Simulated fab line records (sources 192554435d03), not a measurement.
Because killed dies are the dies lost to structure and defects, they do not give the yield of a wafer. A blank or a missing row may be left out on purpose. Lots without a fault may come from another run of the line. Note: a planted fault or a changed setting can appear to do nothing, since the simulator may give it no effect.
Chamber matching    flow n5-finfet    N5_GATE_CUT_CMP_43 on cmp-03 has 4 sister chambers
The step polishes SiO2. 16 wafers are shown with their chamber, then 8 later ones without.

WAFERS PAIRED WITH THEIR CHAMBERS
wafer   chamber  motor-current-A (A)
L077.1  2        14.1
L077.2  0        13.6
L077.3  1        12.4
L077.4  3        10.2
L077.5  3        9.6
L077.6  0        13.3
L078.3  0        14.3
L078.4  2        14.9
L078.5  0        13.9
L080.1  1        12.2
L080.3  2        14.1
L080.4  0        13.5
L081.2  0        13.7
L081.4  3        9.7
L081.6  0        13.5
L081.1  2        13.5

SIGNATURES (means of the wafers above)
reading          chamber 0  chamber 1  chamber 2  chamber 3  scatter within a chamber
motor-current-A  13.686     12.300     14.150     9.833      0.394
Rule: a wafer's distance from a chamber is the root of the sum, over the readings, of the square of ((its reading less the chamber's mean) divided by the reading's scatter). If the next closest chamber is less than 2 further off than the closest, the wafer can't be placed; otherwise it belongs to the closest. The scatter is the square root of a quotient: the sum, over the shown wafers, of each reading's squared deviation from its chamber's mean, divided by wafers minus chambers.

WAFERS MISSING THEIR CHAMBER
wafer   motor-current-A (A)
L081.3  12.6
L081.5  12.2
L086.1  12.7
L086.2  10.3
L086.3  13.8
L086.4  13.9
L086.5  12.1
L086.6  14.2

CHAMBER TAKEN BY EACH
wafer   from the rows above      in truth
L081.3  can't be placed: 1 or 0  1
L081.5  1                        1
L086.1  can't be placed: 1 or 0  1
L086.2  3                        3
L086.3  can't be placed: 0 or 2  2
L086.4  can't be placed: 0 or 2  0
L086.5  1                        1
L086.6  can't be placed: 2 or 0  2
3 of 8 placed correctly. These rows do not allow placing 5 (true chamber among the candidates in 5). Placed wrongly: 0.
